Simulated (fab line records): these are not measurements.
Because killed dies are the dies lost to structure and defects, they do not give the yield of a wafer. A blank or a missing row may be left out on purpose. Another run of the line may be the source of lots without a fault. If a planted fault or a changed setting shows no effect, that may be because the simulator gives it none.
fab line records + flow nand-harc + part 2 of 2: steps 28 to 42 of 42
record:
- lots: 5
- wafers: 15
- last-day: 24
route steps=1159 shown P_CONTACT@252 P_M0@253 P_M1@285
lots with no fault: from the same line, run without faults
start-h: hours from the record's opening day to when the first of the lot's shown wafers began + wait-h: hours from the lot's prior step to this one + " repeats the value in the row above + L1.1+2: one row covering several wafers at once + - either no value or no given start + * or withheld: withheld + < > ~ a bound
route shown NAME@n: a module of which the file shows steps, and the number in the route of the first + usual: mean and standard deviation over wafers with no fault + same: alike in all rows + chamber/n: place in a boat + sites: per-site readings + _std_site: their standard deviation + _edge_site: the outer-site mean with the inner-site mean subtracted + radius-mm: how far each site lies from the wafer's centre + mask NAME#n: copy n + behind: the most recent tool/chamber to have shaped the wafer + hold: why the lot was held/for how many hours/how that ended + device: which transistor (n, p or np) failed to switch + end of line: at the end of the route, the tests of the same wafers + a step without rows: its recipe alone + killed: dies lost to structure and defects at the first sort, not the wafer's yield + map: per-die view of a wafer (x killed, . not killed, _ where there is no die)
set.NAME: the setting as run; set.NAME@STEP: as run at that earlier step + model.NAME: the simulator's own value behind a step, which no gauge read
lots at selected steps of the route; one table per step, one row per wafer
services: from which hour (start-h, from the record's first day; less than 0 if before it) a tool's chamber was out of use, for how many hours, and why
== steps ==
step: NHARC_P_M0_THK_MEAS_24
recipe:
- thk-meas-gauge: xrf
usual:
- thk-nm: 117.5/1.4
| lot.wafer | tool          | chamber | start-h | wait-h | thk-nm |
|-----------|---------------|---------|---------|--------|--------|
| L079.2    | film-metro-01 | -       | 144.39  | -      | 118.7  |
| L079.3    | "             | -       | "       | "      | 115.6  |
| L079.5    | "             | -       | "       | "      | 117.7  |
| L080.2    | film-metro-01 | -       | 160.50  | -      | 118.3  |
| L080.3    | "             | -       | "       | "      | 119.7  |
| L080.4    | "             | -       | "       | "      | 119.1  |
| L087.2    | film-metro-02 | -       | 198.79  | -      | 118.6  |
| L087.4    | "             | -       | "       | "      | 117.4  |
| L087.6    | "             | -       | "       | "      | 117.1  |
| L091.2    | film-metro-02 | -       | 223.75  | -      | 117.7  |
| L091.5    | "             | -       | "       | "      | 116.4  |
| L091.6    | "             | -       | "       | "      | 116.5  |
| L095.3    | film-metro-02 | -       | 245.80  | -      | 117.5  |
| L095.5    | "             | -       | "       | "      | 120.5  |
| L095.6    | "             | -       | "       | "      | 114.9  |
step: NHARC_P_M0_SRD_25
| lot.wafer  | tool         | chamber | start-h | wait-h |
|------------|--------------|---------|---------|--------|
| L079.2+3+5 | wet-bench-10 | 2,3,5   | 144.43  | 0.0    |
| L080.4+3+2 | wet-bench-10 | 5,6,7   | 160.54  | 0.0    |
| L087.6+4+2 | wet-bench-10 | 6,0,1   | 198.83  | 0.0    |
| L091.6+5+2 | wet-bench-08 | 7,0,1   | 223.80  | 0.0    |
| L095.3+5+6 | wet-bench-10 | 2,4,6   | 245.84  | 0.0    |
step: NHARC_P_M0_INSPECT_27
usual:
- raw-defect-count: 293/110
| lot.wafer | tool              | chamber | start-h | wait-h | raw-defect-count |
|-----------|-------------------|---------|---------|--------|------------------|
| L079.2    | defect-inspect-02 | -       | 144.54  | 0.0    | 331              |
| L079.3    | "                 | -       | "       | "      | 327              |
| L079.5    | "                 | -       | "       | "      | 288              |
| L080.2    | defect-inspect-01 | -       | 160.65  | 0.0    | 189              |
| L080.3    | "                 | -       | "       | "      | 358              |
| L080.4    | "                 | -       | "       | "      | 218              |
| L087.2    | defect-inspect-02 | -       | 198.95  | 0.0    | 371              |
| L087.4    | "                 | -       | "       | "      | 272              |
| L087.6    | "                 | -       | "       | "      | 445              |
| L091.2    | defect-inspect-02 | -       | 223.92  | 0.0    | 316              |
| L091.5    | "                 | -       | "       | "      | 223              |
| L091.6    | "                 | -       | "       | "      | 283              |
| L095.3    | defect-inspect-01 | -       | 245.97  | 0.0    | 215              |
| L095.5    | "                 | -       | "       | "      | 149              |
| L095.6    | "                 | -       | "       | "      | 136              |
step: NHARC_P_M0_PRE_CLEAN_31
recipe:
- time-s: 12
- temp-c: 370
- rf-power-w: 300
- gas: NH3
usual:
- heater-power-w: 639/87
same:
- time-s: 12
| lot.wafer | tool     | chamber | start-h | wait-h | heater-power-w |
|-----------|----------|---------|---------|--------|----------------|
| L079.2    | pecvd-01 | 0       | 144.62  | 0.1    | 569            |
| L079.3    | "        | 1       | "       | "      | 591            |
| L079.5    | "        | 2       | "       | "      | 684            |
| L080.2    | pecvd-04 | 0       | 160.73  | 0.1    | 692            |
| L080.3    | "        | 1       | "       | "      | 670            |
| L080.4    | "        | 2       | "       | "      | 618            |
| L087.2    | pecvd-02 | 2       | 199.25  | 0.3    | 811            |
| L087.4    | "        | 1       | "       | "      | 572            |
| L087.6    | "        | 0       | "       | "      | 490            |
| L091.2    | pecvd-02 | 1       | 223.99  | 0.1    | 616            |
| L091.5    | "        | 1       | "       | "      | 632            |
| L091.6    | "        | 0       | "       | "      | 486            |
| L095.3    | pecvd-02 | 1       | 246.13  | 0.2    | 546            |
| L095.5    | "        | 1       | "       | "      | 551            |
| L095.6    | "        | 2       | "       | "      | 800            |
step: NHARC_P_M0_DEP_32
recipe:
- target-thk-a: 300
- temp-c: 370
- target-thk-nm: 30
- pressure-torr: 3
- flow-sccm: 200
- rf-w: 450
- material: SiCN
usual:
- heater-power-w: 585/82
| lot.wafer | tool     | chamber | start-h | wait-h | heater-power-w |
|-----------|----------|---------|---------|--------|----------------|
| L079.2    | pecvd-01 | 0       | 144.73  | 0.1    | 523            |
| L079.3    | "        | 1       | "       | "      | 606            |
| L079.5    | "        | 2       | "       | "      | 625            |
| L080.2    | pecvd-04 | 0       | 160.84  | 0.1    | 603            |
| L080.3    | "        | 1       | "       | "      | 559            |
| L080.4    | "        | 2       | "       | "      | 579            |
| L087.2    | pecvd-02 | 2       | 199.36  | 0.1    | 624            |
| L087.4    | "        | 1       | "       | "      | 542            |
| L087.6    | "        | 0       | "       | "      | 428            |
| L091.2    | pecvd-02 | 1       | 224.07  | 0.1    | 597            |
| L091.5    | "        | 1       | "       | "      | 582            |
| L091.6    | "        | 0       | "       | "      | 457            |
| L095.3    | pecvd-02 | 1       | 246.24  | 0.1    | 588            |
| L095.5    | "        | 1       | "       | "      | 602            |
| L095.6    | "        | 2       | "       | "      | 753            |
step: NHARC_P_M1_DEP_00
recipe:
- target-thk-a: 1825
- target-thk-nm: 182.5
- temp-c: withheld
- pressure-torr: 5
- flow-sccm: 200
- rf-w: 600
- material: SiOC
| lot.wafer  | tool     | chamber | start-h | wait-h |
|------------|----------|---------|---------|--------|
| L079.2+3+5 | pecvd-04 | 0,1,1   | 145.11  | -      |
| L080.2+3+4 | pecvd-01 | 2,0,1   | 161.28  | -      |
| L087.2+4+6 | pecvd-01 | 1,1,2   | 199.80  | -      |
| L091.2+6+5 | pecvd-04 | 1,2,0   | 224.57  | -      |
| L095.3+5+6 | pecvd-02 | 0,0,2   | -       | -      |
step: NHARC_P_M1_DEHYDRATE_01
recipe:
- temp-c: 150
- time-s: 120
same:
- time-s: 120
| lot.wafer  | tool           | chamber | start-h | wait-h |
|------------|----------------|---------|---------|--------|
| L079.2+3+5 | litho-track-01 | 0       | 145.51  | -      |
| L080.2+3+4 | litho-track-01 | 0       | 161.64  | -      |
| L087.2+4+6 | litho-track-01 | 0       | 200.20  | -      |
| L091.2+5+6 | litho-track-06 | 0       | 224.89  | -      |
| L095.3+5+6 | litho-track-01 | 0       | 247.09  | -      |
step: NHARC_P_M1_HMDS_02
recipe:
- time-s: 30
same:
- time-s: 30
| lot.wafer  | tool           | chamber | start-h | wait-h |
|------------|----------------|---------|---------|--------|
| L079.2+3+5 | litho-track-01 | 0       | -       | -      |
| L080.2+3+4 | litho-track-01 | 0       | -       | -      |
| L087.2+4+6 | litho-track-01 | 0       | -       | -      |
| L091.2+5+6 | litho-track-06 | 0       | -       | -      |
| L095.3+5+6 | litho-track-01 | 0       | -       | -      |
step: NHARC_P_M1_COAT_34
recipe:
- temp-c: 200
- time-s: 65
same:
- time-s: 65
| lot.wafer  | tool           | chamber | start-h | wait-h |
|------------|----------------|---------|---------|--------|
| L079.2+3+5 | litho-track-01 | 0       | -       | -      |
| L080.2+3+4 | litho-track-01 | 0       | -       | -      |
| L087.2+4+6 | litho-track-01 | 0       | -       | -      |
| L091.2+5+6 | litho-track-06 | 0       | -       | -      |
| L095.3+5+6 | litho-track-01 | 0       | -       | -      |
step: NHARC_P_M1_COAT_03
recipe:
- spin-rpm: 1500
- resist-thk-nm: 90
| lot.wafer  | tool           | chamber | start-h | wait-h |
|------------|----------------|---------|---------|--------|
| L079.2+3+5 | litho-track-01 | 0       | -       | -      |
| L080.2+3+4 | litho-track-01 | 0       | -       | -      |
| L087.2+4+6 | litho-track-01 | 0       | -       | -      |
| L091.2+5+6 | litho-track-06 | 0       | -       | -      |
| L095.3+5+6 | litho-track-01 | 0       | -       | -      |
step: NHARC_P_M1_SOFTBAKE_04
recipe:
- temp-c: 105
- time-s: 55
same:
- time-s: 55
| lot.wafer  | tool           | chamber | start-h | wait-h |
|------------|----------------|---------|---------|--------|
| L079.2+3+5 | litho-track-01 | 0       | -       | -      |
| L080.2+3+4 | litho-track-01 | 0       | -       | -      |
| L087.2+4+6 | litho-track-01 | 0       | -       | -      |
| L091.2+5+6 | litho-track-06 | 0       | -       | -      |
| L095.3+5+6 | litho-track-01 | 0       | -       | -      |
step: NHARC_P_M1_EBR_05
| lot.wafer  | tool           | chamber | start-h | wait-h |
|------------|----------------|---------|---------|--------|
| L079.2+3+5 | litho-track-01 | 0       | -       | -      |
| L080.2+3+4 | litho-track-01 | 0       | -       | -      |
| L087.2+4+6 | litho-track-01 | 0       | -       | -      |
| L091.2+5+6 | litho-track-06 | 0       | -       | -      |
| L095.3+5+6 | litho-track-01 | 0       | -       | -      |
step: NHARC_P_M1_EXPOSE_06
recipe:
- na: 1.35
- target-cd-nm: 130
- dose-mj: 81.88
- mask-id: P_M1
usual:
- focus-offset-nm: 0.0/0.51
| lot.wafer | tool            | chamber | start-h | wait-h | mask   | focus-offset-nm |
|-----------|-----------------|---------|---------|--------|--------|-----------------|
| L079.2    | arfi-scanner-03 | 0       | 145.68  | -      | P_M1#0 | -0.4            |
| L079.3    | "               | 0       | "       | "      | P_M1#0 | 0.4             |
| L079.5    | "               | 0       | "       | "      | P_M1#0 | -0.1            |
| L080.2    | arfi-scanner-01 | 0       | 161.94  | -      | P_M1#0 | -0.2            |
| L080.3    | "               | 0       | "       | "      | P_M1#0 | -0.1            |
| L080.4    | "               | 0       | "       | "      | P_M1#0 | -0.1            |
| L087.2    | arfi-scanner-03 | 0       | 200.50  | -      | P_M1#0 | -0.8            |
| L087.4    | "               | 0       | "       | "      | P_M1#0 | 0.6             |
| L087.6    | "               | 0       | "       | "      | P_M1#0 | 0.4             |
| L091.2    | arfi-scanner-02 | 0       | 225.06  | -      | P_M1#0 | 0.4             |
| L091.5    | "               | 0       | "       | "      | P_M1#0 | -0.1            |
| L091.6    | "               | 0       | "       | "      | P_M1#0 | -0.2            |
| L095.3    | arfi-scanner-02 | 0       | 247.26  | -      | P_M1#0 | 0.1             |
| L095.5    | "               | 0       | "       | "      | P_M1#0 | 0.2             |
| L095.6    | "               | 0       | "       | "      | P_M1#0 | 0.7             |
step: NHARC_P_M1_PEB_07
recipe:
- peb-temp-c: 100
- peb-time-s: 65
same:
- peb-time-s: 65
| lot.wafer  | tool           | chamber | start-h | wait-h |
|------------|----------------|---------|---------|--------|
| L079.2+3+5 | litho-track-06 | 0       | 145.73  | 0.1    |
| L080.2+3+4 | litho-track-04 | 0       | 161.99  | 0.1    |
| L087.2+4+6 | litho-track-04 | 0       | 200.55  | 0.1    |
| L091.2+5+6 | litho-track-04 | 0       | 225.12  | 0.1    |
| L095.3+5+6 | litho-track-01 | 0       | 247.31  | 0.0    |
step: NHARC_P_M1_DEVELOP_08
recipe:
- develop-time-s: 35
- dev-temp-c: 23
| lot.wafer  | tool           | chamber | start-h | wait-h |
|------------|----------------|---------|---------|--------|
| L079.2+3+5 | litho-track-06 | 0       | -       | -      |
| L080.2+3+4 | litho-track-04 | 0       | -       | -      |
| L087.2+4+6 | litho-track-04 | 0       | -       | -      |
| L091.2+5+6 | litho-track-04 | 0       | -       | -      |
| L095.3+5+6 | litho-track-01 | 0       | -       | -      |
== services ==
| tool            | chamber | start-h | hours | kind   |
|-----------------|---------|---------|-------|--------|
| rie-diel-13     | -       | 121.65  | 1.4   | repair |
| pvd-sputter-02  | -       | 125.49  | 1.7   | repair |
| pvd-sputter-01  | -       | 137.52  | 0.8   | repair |
| litho-track-04  | -       | 141.00  | 7.0   | pm     |
| arfi-scanner-02 | -       | 142.75  | 6.5   | repair |
| rie-diel-07     | 2       | 148.40  | 42.1  | repair |
| pecvd-01        | 0       | 152.74  | 3.6   | repair |
| pecvd-02        | -       | 153.07  | 13.0  | pm     |
| pvd-sputter-01  | -       | 158.09  | 10.0  | pm     |
| rie-diel-13     | -       | 162.34  | 0.3   | repair |
| wet-bench-10    | -       | 162.67  | 6.9   | repair |
| ecd-cu-02       | -       | 180.53  | 8.0   | pm     |
| rie-diel-06     | 3       | 187.88  | 5.2   | repair |
| rie-diel-07     | 0       | 189.71  | 6.5   | repair |
| rie-diel-13     | 0       | 191.58  | 1.4   | repair |
| pvd-sputter-03  | -       | 194.66  | 1.5   | repair |
| pecvd-04        | -       | 195.18  | 13.0  | pm     |
| wet-bench-05    | -       | 196.80  | 8.0   | pm     |
| rie-diel-13     | 1       | 201.86  | 13.0  | repair |
| pvd-sputter-02  | -       | 214.00  | 10.0  | pm     |
| rie-diel-13     | -       | 224.19  | 0.2   | repair |
| rie-diel-06     | 3       | 232.49  | 10.8  | repair |
| pecvd-01        | -       | 237.61  | 13.0  | pm     |
| rie-diel-06     | -       | 241.21  | 9.0   | pm     |
